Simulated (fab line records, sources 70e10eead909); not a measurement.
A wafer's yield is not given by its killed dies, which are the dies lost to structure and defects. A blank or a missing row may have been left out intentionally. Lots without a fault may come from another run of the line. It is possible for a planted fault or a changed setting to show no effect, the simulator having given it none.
Matching of chambers | flow nand harc | NHARC_A_BLC_ETCH_16 on rie diel-05: 4 sister chambers
The step etches the open film in CF4, target depth 39 nm, time 65 s. 8 wafers are shown with their chamber, then 12 later ones without.

WAFERS WITH THEIR CHAMBER
wafer  | chamber | showerhead plenum p Torr (Torr) | drypump motor current A (A)
L084.2 | 0       | 1.83                            | 5.64
L084.4 | 1       | 1.77                            | 5.40
L084.5 | 2       | 1.84                            | 5.58
L091.2 | 2       | 1.84                            | 5.57
L091.4 | 1       | 1.76                            | 5.35
L092.1 | 3       | 1.78                            | 5.40
L092.2 | 0       | 1.83                            | 5.66
L092.5 | 3       | 1.78                            | 5.38

WAFERS MISSING THEIR CHAMBER
wafer  | showerhead plenum p Torr (Torr) | drypump motor current A (A)
L094.2 | 1.76                            | 5.37
L094.4 | 1.84                            | 5.59
L094.5 | 1.84                            | 5.61
L096.1 | 1.78                            | 5.41
L096.3 | 1.76                            | 5.41
L096.6 | 1.84                            | 5.54
L097.1 | 1.83                            | 5.63
L097.2 | 1.84                            | 5.55
L097.3 | 1.76                            | 5.40
L097.4 | 1.78                            | 5.38
L097.5 | 1.78                            | 5.37
L097.6 | 1.83                            | 5.65

WHICH CHAMBER EACH ONE RAN IN
wafer  | from the rows above     | in truth
L094.2 | 1                       | 1
L094.4 | 2                       | 2
L094.5 | can't be placed: 2 or 0 | 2
L096.1 | 3                       | 3
L096.3 | 1                       | 1
L096.6 | 2                       | 2
L097.1 | 0                       | 0
L097.2 | 2                       | 2
L097.3 | 1                       | 1
L097.4 | 3                       | 3
L097.5 | 3                       | 3
L097.6 | 0                       | 0
Placed correctly: 11 of 12. Can't be placed from these rows: 1 (the true chamber is among the candidates in 1). Placed wrongly: 0.
How it was worked out, from the rows above alone: a wafer's distance from a chamber is the root of the sum, over the readings, of the square of ((its reading less the chamber's mean) divided by the reading's scatter). The wafer belongs to the nearest chamber; if the next one is less than 2 further off, it can't be placed. A chamber's mean is the mean of its shown wafers. The scatter: take each reading less its chamber's mean, square it, sum over the shown wafers, divide by the number of wafers less the number of chambers, and take the root.
